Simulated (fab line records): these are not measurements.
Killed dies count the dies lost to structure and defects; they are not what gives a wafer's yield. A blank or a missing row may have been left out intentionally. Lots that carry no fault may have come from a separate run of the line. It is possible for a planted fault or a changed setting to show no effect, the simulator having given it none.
Which tool was responsible?    flow nand_harc    12 lots, 36 wafers sampled, at 5 steps of a route of 1302

WHAT THE GAUGES SHOWED, per wafer
NHARC_P_CONTACT_OVL_MEAS_13. Usual: overlay_x_nm -0.2 nm, standard deviation 0.84; overlay_y_nm -0.2 nm, standard deviation 0.94.
lot   measured      on          overlay_x_nm (nm)  overlay_y_nm (nm)  flag
L431  day 6 16:49   overlay-01  -0.1 -0.1 0.6      -0.2 -0.5 -0.4     
L432  day 7 06:31   overlay-01  -1.3 -0.6 -1.3     -0.6 0.1 0.1       
L433  day 7 08:50   overlay-02  1.1 1.2 1.1        -0.5 -0.3 -0.4     
L434  day 8 00:16   overlay-01  1.5 1.3 1.2        1.5 1.7 2.1        
L437  day 9 07:55   overlay-02  0.5 1.1 0.3        0.0 -0.1 0.0       
L442  day 12 00:11  overlay-02  -1.5 -0.9 -1.2     -0.7 -0.7 -0.8     
L444  day 12 00:50  overlay-01  0.0 1.1 0.1        -0.2 0.1 0.0       
L443  day 12 01:35  overlay-02  -1.9 -1.9 -1.7     1.5 1.2 0.6        
L445  day 12 18:24  overlay-02  0.2 0.1 -0.2       -0.7 -1.3 -1.1     
L447  day 13 17:02  overlay-01  -0.6 0.2 -0.4      -0.7 -0.2 -0.2     
L451  day 15 02:26  overlay-01  -1.2 -1.0 -0.5     -1.2 -0.6 -1.1     
L452  day 15 13:53  overlay-01  -0.1 -0.5 0.1      0.6 1.3 0.6        

NHARC_END_SORT_01. Usual: killed_at_array 49, standard deviation 19; killed_at_other 0.9, standard deviation 1.1; killed_at_periphery 4.0, standard deviation 2.7; killed_dies 54, standard deviation 19; killed_open 3.3, standard deviation 1.8; killed_short 2.6, standard deviation 1.6.
lot   measured      on         killed_at_array  killed_at_other  killed_at_periphery  killed_dies  killed_open  killed_short  flag
L443  day 31 03:23  prober-01  61 53 67         1 2 0            2 0 1                64 55 68     3 2 3        2 3 1         

WHAT TOOL EACH LOT RAN ON (gives the tool, then ch and the chambers of the sampled wafers, and finally the start)
lot   NHARC_P_GATE_RTA_64               NHARC_P_CONTACT_CMP_01         NHARC_P_CONTACT_ETCH_35
L431  rtp_anneal-02 ch 0, day 6 13:55   cmp-03 ch 1,2, day 6 15:56     rie_diel-12 ch 2,3, day 6 17:00
L432  rtp_anneal-01 ch 0, day 7 03:34   cmp-03 ch 0,2,3, day 7 05:36   rie_diel-02 ch 0,1,3, day 7 06:42
L433  rtp_anneal-02 ch 0, day 7 05:54   cmp-01 ch 1,2,3, day 7 07:57   rie_diel-07 ch 0,3, day 7 09:02
L434  rtp_anneal-02 ch 0, day 7 21:20   cmp-01 ch 0,1,3, day 7 23:24   rie_diel-07 ch 1,2, day 8 00:27
L437  rtp_anneal-01 ch 0, day 9 04:39   cmp-02 ch 0,1,3, day 9 07:00   rie_diel-12 ch 1,2, day 9 08:07
L442  rtp_anneal-02 ch 0, day 11 21:23  cmp-02 ch 0,3, day 11 23:23    rie_diel-02 ch 0,2,3, day 12 00:23
L444  rtp_anneal-02 ch 0, day 11 21:52  cmp-01 ch 0,1,2, day 11 23:55  rie_diel-07 ch 0,1,3, day 12 01:01
L443  rtp_anneal-01 ch 0, day 11 22:47  cmp-02 ch 1,2,3, day 12 00:50  rie_diel-02 ch 0,1,2, day 12 01:46
L445  rtp_anneal-02 ch 0, day 12 15:29  cmp-01 ch 1,2,3, day 12 17:31  rie_diel-12 ch 1,2, day 12 18:36
L447  rtp_anneal-01 ch 0, day 13 14:04  cmp-03 ch 0,1,3, day 13 16:06  rie_diel-12 ch 0,2,3, day 13 17:13
L451  rtp_anneal-01 ch 0, day 14 23:28  cmp-01 ch 1,2,3, day 15 01:31  rie_diel-07 ch 1,2,3, day 15 02:37
L452  rtp_anneal-01 ch 0, day 15 10:53  cmp-02 ch 1,2,3, day 15 12:59  rie_diel-12 ch 0,1, day 15 14:05
- NHARC_P_GATE_RTA_64: time 1 s.
- NHARC_P_CONTACT_CMP_01: polishes SiO2, target thk 200 nm.
- NHARC_P_CONTACT_ETCH_35: etches the open film in CF4, target depth 39 nm, time 65 s.

WHAT THE TOOLS THEMSELVES READ (means of the sampled wafers that have a number; where no wafer has one, the mark that the record gives instead)
NHARC_P_GATE_RTA_64. Usual: lamp_power_pct 33.87 %, standard deviation 0.3; lamp_zone_5_pct 33.87 %, standard deviation 0.3; wafer_temp_C_max 1054.4, standard deviation 1.1.
lot   tool           lamp_power_pct (%)  lamp_zone_5_pct (%)  wafer_temp_C_max  flag
L431  rtp_anneal-02  34.13               34.15                1055.0            
L432  rtp_anneal-01  33.51               33.56                1054.4            
L433  rtp_anneal-02  34.13               34.14                1054.6            
L434  rtp_anneal-02  34.12               34.13                1055.7            
L437  rtp_anneal-01  33.52               33.50                1053.7            
L442  rtp_anneal-02  34.13               34.13                1055.6            
L444  rtp_anneal-02  34.14               34.14                1055.1            
L443  rtp_anneal-01  33.51               33.54                1053.5            
L445  rtp_anneal-02  34.14               34.14                1053.9            
L447  rtp_anneal-01  33.54               33.52                1053.1            
L451  rtp_anneal-01  33.51               33.52                1055.6            
L452  rtp_anneal-01  33.51               33.54                1055.2            

NHARC_P_CONTACT_CMP_01. Usual: edge_zone_pressure_frac 1.000, standard deviation 0.0047; motor_current_A 11.6 A, standard deviation 1.5.
lot   tool    edge_zone_pressure_frac  motor_current_A (A)  flag
L431  cmp-03  1.002                    11.2                 
L432  cmp-03  1.001                    11.2                 
L433  cmp-01  1.000                    11.3                 
L434  cmp-01  0.999                    11.7                 
L437  cmp-02  1.002                    10.9                 
L442  cmp-02  1.004                    10.6                 
L444  cmp-01  1.003                    11.1                 
L443  cmp-02  1.004                    12.1                 
L445  cmp-01  0.998                    11.3                 
L447  cmp-03  1.004                    10.9                 
L451  cmp-01  1.000                    11.5                 
L452  cmp-02  1.001                    12.1                 

NHARC_P_CONTACT_ETCH_35. Usual: for chamber_pressure_mTorr, 50.00 mTorr with a standard deviation of 0.043; for drypump_motor_current_A, 5.6 A with a standard deviation of 0.46; for oes_product_au, 1.002 a.u. with a standard deviation of 0.0085; for rf_vpp_V, 151.8 V with a standard deviation of 1.1; for run_length_s, 86.4 s with a standard deviation of 0.51; for showerhead_plenum_p_Torr, 1.81 Torr with a standard deviation of 0.056; for throttle_valve_pct, 13.283 % with a standard deviation of 0.0099.
lot   tool         chamber_pressure_mTorr (mTorr)  drypump_motor_current_A (A)  oes_product_au (a.u.)  rf_vpp_V (V)  run_length_s (s)  showerhead_plenum_p_Torr (Torr)  throttle_valve_pct (%)  flag
L431  rie_diel-12  50.03                           5.5                          1.008                  152.2         86.5              1.79                             13.279                  
L432  rie_diel-02  49.98                           5.8                          1.013                  151.9         86.2              1.82                             13.281                  
L433  rie_diel-07  50.02                           5.8                          1.007                  152.1         87.1              1.81                             13.278                  
L434  rie_diel-07  49.98                           6.0                          1.006                  151.9         85.9              1.77                             13.275                  
L437  rie_diel-12  50.04                           5.7                          1.006                  150.9         85.7              1.77                             13.278                  
L442  rie_diel-02  50.03                           5.8                          1.001                  151.7         82.0              1.83                             13.287                  OFF
L444  rie_diel-07  49.99                           5.6                          1.001                  152.0         86.6              1.84                             13.284                  
L443  rie_diel-02  50.03                           5.8                          1.004                  152.5         81.8              1.82                             13.290                  OFF
L445  rie_diel-12  49.97                           6.0                          1.015                  149.8         86.1              1.74                             13.283                  
L447  rie_diel-12  50.03                           5.5                          1.001                  151.7         86.4              1.80                             13.287                  
L451  rie_diel-07  50.02                           5.9                          0.990                  152.4         86.4              1.79                             13.289                  
L452  rie_diel-12  49.99                           5.1                          0.990                  151.6         85.9              1.84                             13.289                  

THE ANSWER, worked out from the rows above alone
Rule: lot off if the mean of its wafers having a number is beyond 3 standard deviations from the usual mean. Also off: a lot with no number at a reading for which 4 or more lots have one. The other lots that the step has rows for count as sound. Order of review: gauges by route order, followed by the tools' own readings, for which a lot's mean as printed above is used. At the first step where some lot is off, the reading lying furthest off is the one used; lots without a number count as furthest.
Off, at NHARC_P_CONTACT_ETCH_35 on run_length_s: L442, L443.
A tool fits if, at that step or a process step before it, it ran every lot that is off, and no sound lot after the first of them. One fits: NHARC_P_CONTACT_ETCH_35 on rie_diel-02. A fault onset in the window from L432 (day 7 06:42, its last sound lot) to L442 (day 12 00:23, its first lot off) fits.
The tool's own readings at NHARC_P_CONTACT_ETCH_35 bear it out: on the lots that are off they differ by more than 5 times the standard deviation of the sound lots' means. run_length_s reads 81.9 s there against 86.3 s on the sound lots.

WHAT THE SIMULATOR HAD INSERTED
rie_diel-02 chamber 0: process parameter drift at NHARC_P_CONTACT_ETCH_35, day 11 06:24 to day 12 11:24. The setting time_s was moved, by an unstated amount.
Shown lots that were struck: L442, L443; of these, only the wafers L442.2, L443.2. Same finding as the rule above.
